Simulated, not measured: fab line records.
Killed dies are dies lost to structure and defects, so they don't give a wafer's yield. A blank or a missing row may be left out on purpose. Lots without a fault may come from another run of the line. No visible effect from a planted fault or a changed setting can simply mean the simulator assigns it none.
A struck lot beside a sound one + flow nand-harc + 17 out of 1302 route steps
Sound: the wafers L718.1, L718.4, L718.6. Wafers L736.1, L736.2 were the ones struck. The cause comes at the end.
Each step with rows lists, per side, the tool, then ch with its chambers, then its first start. Under that, the readings that differ: sound wafers + struck wafers + difference of the means + sigmas: that difference in standard deviations of wafers without a fault.
alike: readings whose means differ by less than 2 such deviations, and words and numbers that are the same on both sides. not compared: withheld readings, readings that some wafer has no value for, bounds like >300 that may hide the same value, and numbers for which the record gives no deviation and whose values overlap.
A row with sigmas, a row that says differs or no value, or rows on one side alone: a step with any of these is where the two part. Numbers that have no deviation but don't overlap get no sigmas and don't part them. A reading that every wafer of one side lacks parts them only if that side has two wafers or more.

NHARC_A_SGD_CUT_CD_MEAS_09: the cd target is 100 nm.
  sound on cd-sem-03 ch 0, day 18 23:07; struck on cd-sem-01 ch 0, day 26 15:46
  alike: cd-nm
NHARC_A_SGD_CUT_OVL_MEAS_10:
  sound: overlay-01 at day 18 23:13; struck: overlay-01 at day 26 15:52
  alike: overlay-x-nm, overlay-y-nm
NHARC_A_SGD_CUT_INSPECT_11:
  sound: defect-inspect-02 at day 18 23:15; struck: defect-inspect-02 at day 26 15:54
| reading          | sound    | struck | difference | sigmas |
|------------------|----------|--------|------------|--------|
| raw-defect-count | 64 63 69 | 20 18  | -46        | -2     |
then, 1 step without rows for these wafers: NHARC_A_SGD_CUT_DESCUM_14 (chemistry O2, time 3 s).
NHARC_A_SGD_CUT_ETCH_58: etches the open film in CF4, target depth 39 nm, time 65 s.
  sound on rie-diel-06 ch 1,2,3, day 18 23:25; struck on rie-diel-08 ch 0,2, day 26 16:03
  alike: drypump-motor-current-A, oes-product-au, rf-vpp-V, showerhead-plenum-p-Torr, throttle-valve-pct
  not compared: rf-hours-counter-h
NHARC_A_SGD_CUT_ETCH_59: etches the open film in N2/H2, target depth 260 nm, time 406.25 s.
  sound: rie-diel-06 ch 0,3; struck: rie-diel-08 ch 0,1
  alike: drypump-motor-current-A, n2-flow-sccm, oes-product-au, rf-vpp-V, showerhead-plenum-p-Torr, throttle-valve-pct
  not compared: rf-hours-counter-h
NHARC_A_SGD_CUT_ETCH_15: etches the open film in CH3F/O2, target depth 75 nm, time 64.3 s.
  sound: rie-diel-06 ch 0,1; struck: rie-diel-08 ch 2,3
  alike: ch3f-flow-sccm, drypump-motor-current-A, oes-product-au, rf-vpp-V, showerhead-plenum-p-Torr, throttle-valve-pct
  not compared: rf-hours-counter-h
NHARC_A_SGD_CUT_ETCH_16: etches the open film in C4F8/O2/Ar, target depth 310.5 nm, time 155.2 s.
  sound: rie-diel-06 ch 0,1,3; struck: rie-diel-08 ch 0,1
  alike: oes-product-au, rf-vpp-V
  not compared: rf-hours-counter-h
then, 1 step without rows for these wafers: NHARC_A_SGD_CUT_STRIP_60 (strips in C4F8/O2/Ar).
NHARC_A_SGD_CUT_STRIP_17: strips in O2.
  sound: rie-diel-06 ch 0,1,3; struck: rie-diel-08 ch 1,2
  alike: drypump-motor-current-A, oes-product-au, rf-vpp-V, showerhead-plenum-p-Torr, throttle-valve-pct
  not compared: rf-hours-counter-h
then, 2 steps without rows for these wafers: NHARC_A_SGD_CUT_PRECLEAN_18 (cleans in SC1); NHARC_A_SGD_CUT_SRD_19.
NHARC_A_SGD_CUT_DEP_20: deposits SiO2, target thk 150 nm.
  sound on fcvd-01 ch 0,1, day 19 00:26; struck on fcvd-02 ch 1, day 26 17:04
then, 1 step without rows for these wafers: NHARC_A_SGD_CUT_ANNEAL_27 (time 1800 s).
NHARC_A_SGD_CUT_CMP_21: polishes, target thk 148.19 nm.
  sound on cmp-02 ch 0,3, day 19 07:41; struck on cmp-02 ch 1,3, day 26 23:26
| reading                | sound    | struck | difference | sigmas |
|------------------------|----------|--------|------------|--------|
| time-to-endpoint-s (s) | 51 50 50 | 31 28  | -21        | -7     |
  alike: edge-zone-pressure-frac, motor-current-A, retaining-ring-pressure-frac
NHARC_A_SGD_CUT_THK_MEAS_22: measures by ellipsometry.
  sound: film-metro-01 at day 19 07:55; struck: film-metro-01 at day 26 23:40
| reading     | sound             | struck    | difference | sigmas |
|-------------|-------------------|-----------|------------|--------|
| thk-nm (nm) | 148.5 147.4 148.4 | 84.8 85.7 | -62.8      | -45    |
then, 1 step without rows for these wafers: NHARC_A_SGD_CUT_SRD_23.

WHERE THEY PART
First at NHARC_A_SGD_CUT_INSPECT_11; last, within this record, at NHARC_A_SGD_CUT_THK_MEAS_22.

WHY: whatever the simulator had introduced
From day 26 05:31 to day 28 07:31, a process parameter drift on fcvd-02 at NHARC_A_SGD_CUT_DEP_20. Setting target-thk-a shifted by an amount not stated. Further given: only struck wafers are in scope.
